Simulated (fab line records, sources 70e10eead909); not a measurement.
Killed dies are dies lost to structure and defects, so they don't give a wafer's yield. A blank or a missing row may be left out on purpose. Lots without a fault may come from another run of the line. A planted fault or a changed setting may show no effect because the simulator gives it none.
Chamber matching | flow nand_harc | NHARC_P_GATE_DESCUM_31 on rie_diel-04: 4 sister chambers
The step chemistry O2, time 3 s. 4 wafers are shown with their chamber, then 8 later ones without.

WAFERS WITH THEIR CHAMBER
wafer  | chamber | drypump_motor_current_A (A)
L088.5 | 2       | 5.7
L091.1 | 1       | 6.2
L091.2 | 0       | 5.8
L092.1 | 3       | 5.3

WAFERS WITHOUT THEIR CHAMBER
wafer  | drypump_motor_current_A (A)
L092.3 | 5.8
L092.5 | 5.3
L094.1 | 6.2
L094.2 | 5.8
L094.3 | 5.4
L096.2 | 5.4
L096.5 | 6.2
L096.6 | 5.8

WHICH CHAMBER EACH WENT THROUGH
wafer  | from the rows above     | in truth
L092.3 | can't be placed: 0 or 2 | 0
L092.5 | 3                       | 3
L094.1 | 1                       | 1
L094.2 | can't be placed: 0 or 2 | 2
L094.3 | 3                       | 3
L096.2 | 3                       | 3
L096.5 | 1                       | 1
L096.6 | can't be placed: 0 or 2 | 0
Placed correctly: 5 of 8. Can't be placed from these rows: 3 (the true chamber is among the candidates in 3). Placed wrongly: 0.
How it was worked out, from the rows above alone: a wafer's distance from a chamber is the root of the sum, over the readings, of the square of ((its reading less the chamber's mean) divided by the reading's scatter). The wafer belongs to the nearest chamber; if the next one is less than 2 further off, it can't be placed. A chamber's mean is the mean of its shown wafers. The scatter: with one shown wafer a chamber, the root of the mean of the squares of how far each hidden wafer lies from its nearest shown one.
